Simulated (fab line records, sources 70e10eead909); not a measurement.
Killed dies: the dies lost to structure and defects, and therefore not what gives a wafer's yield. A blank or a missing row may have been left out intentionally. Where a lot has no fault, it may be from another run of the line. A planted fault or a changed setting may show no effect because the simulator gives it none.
Comparing a struck lot with a sound one / flow nand_harc / 15 steps out of a route of 1302
Sound: the wafers L763.3, L763.5, L763.6. Struck: wafers L769.1, L769.4, L769.6. At the end, the cause is stated.
Per side, at each step with rows, come the tool, then ch with its chambers, and then its first start. Under that, the readings that differ: sound wafers / struck wafers / difference of the means / sigmas: that difference in standard deviations of wafers without a fault.
alike: same words and numbers on both sides, and readings whose means sit less than 2 such deviations apart. not compared: any withheld reading, any reading some wafer has no value for, any bound like >300 that may hide the same value, and any number with overlapping values for which the record gives no deviation.
The two part at a step that has a row with sigmas, a row that says differs or no value, or rows on one side only. Numbers that don't overlap but have no deviation are shown without sigmas and don't part them. Lack of a reading on every wafer of one side parts them only where that side has two or more wafers.

NHARC_A_M1_DESCUM_14: chemistry O2, time 3 s.
  sound on rie_diel-11 ch 0,1,2, day 21 20:59; struck on rie_diel-02 ch 0,1,3, day 25 08:25
  alike: chamber_pressure_mTorr, drypump_motor_current_A, oes_product_au, rf_vpp_V, showerhead_plenum_p_Torr, throttle_valve_pct
  not compared: rf_hours_counter_h
NHARC_A_M1_ETCH_35: etches the open film in N2/H2, target depth 40 nm, overetch 12 nm, time 43.94 s.
  sound on rie_diel-11 ch 0,1,3, day 21 21:04; struck on rie_diel-02 ch 0,2,3, day 25 08:29
  alike: chamber_pressure_mTorr, drypump_motor_current_A, oes_product_au, rf_vpp_V, showerhead_plenum_p_Torr, throttle_valve_pct
  not compared: rf_hours_counter_h
then, 1 step without rows for these wafers: NHARC_A_M1_ETCH_15 (etches the open film in C4F8/Ar, target depth 182.5 nm, time 91.2 s).
NHARC_A_M1_CD_MEAS_16:
  sound: cd_sem-03 at day 21 21:16; struck: cd_sem-02 at day 25 08:42
  alike: cd_nm
NHARC_A_M1_STRIP_18: strips in N2/H2.
  sound on rie_diel-02 ch 0,3, day 21 21:20; struck on rie_diel-06 ch 1,2,3, day 25 08:48
  alike: chamber_pressure_mTorr, drypump_motor_current_A, oes_product_au, rf_vpp_V, showerhead_plenum_p_Torr, throttle_valve_pct
  not compared: rf_hours_counter_h
then, 5 steps without rows for these wafers: NHARC_A_M1_ETCH_28 (etches the open film in CF4/N2, target depth 30 nm, time 72.99 s); NHARC_A_M1_STRIP_19 (strips in post etch residue remover, time 600 s); NHARC_A_M1_DEGAS_29 (time 60 s); NHARC_A_M1_PRE_CLEAN_30 (time 30 s); NHARC_A_M1_PVD_20 (deposits TaN, target thk 5 nm, time 8.06 s).
NHARC_A_M1_PVD_21: deposits Cu, target thk 30 nm, time 20.49 s.
  sound on pvd_sputter-01; struck on pvd_sputter-03
  alike: throttle_valve_pct
then, 1 step without rows for these wafers: NHARC_A_M1_ECD_22 (material Cu, target thk 400 nm).
NHARC_A_M1_ANNEAL_31: time 90 s.
  struck on rtp_anneal-02, day 25 10:10; sound on rtp_anneal-02 ch 0, day 21 22:53
  no value came back on the struck wafers for anneal_temp_c (C), anneal_temp_c_max, wafer_temp_C_max; on the sound wafers anneal_temp_c (C) reads 224.95 225.27 225.31
NHARC_A_M1_CMP_23: polishes, t overpolish 20 s, target thk 154.34 nm.
  sound on cmp-02 ch 1,2, day 21 23:10; struck on cmp-04 ch 0,2,3, day 25 10:32
reading=motor_current_A (A); sound=14.1 13.5 13.6; struck=12.2 9.6 10.1; difference=-3.1; sigmas=-2
  alike: time_to_endpoint_s
NHARC_END_SORT_01:
  sound on prober-02 ch 0, day 23 07:31; struck on prober-01 ch 0, day 26 18:53
  alike: defect_limited_yield, killed_at_array, killed_at_other, killed_at_periphery, killed_dies, killed_open, killed_short
  not compared: hold

## WHERE THEY PART
Last at NHARC_A_M1_CMP_23 as far as this record goes, first at NHARC_A_M1_ANNEAL_31. Later steps at which nothing parts them and some readings are alike: NHARC_END_SORT_01.

WHY: what the simulator had put in
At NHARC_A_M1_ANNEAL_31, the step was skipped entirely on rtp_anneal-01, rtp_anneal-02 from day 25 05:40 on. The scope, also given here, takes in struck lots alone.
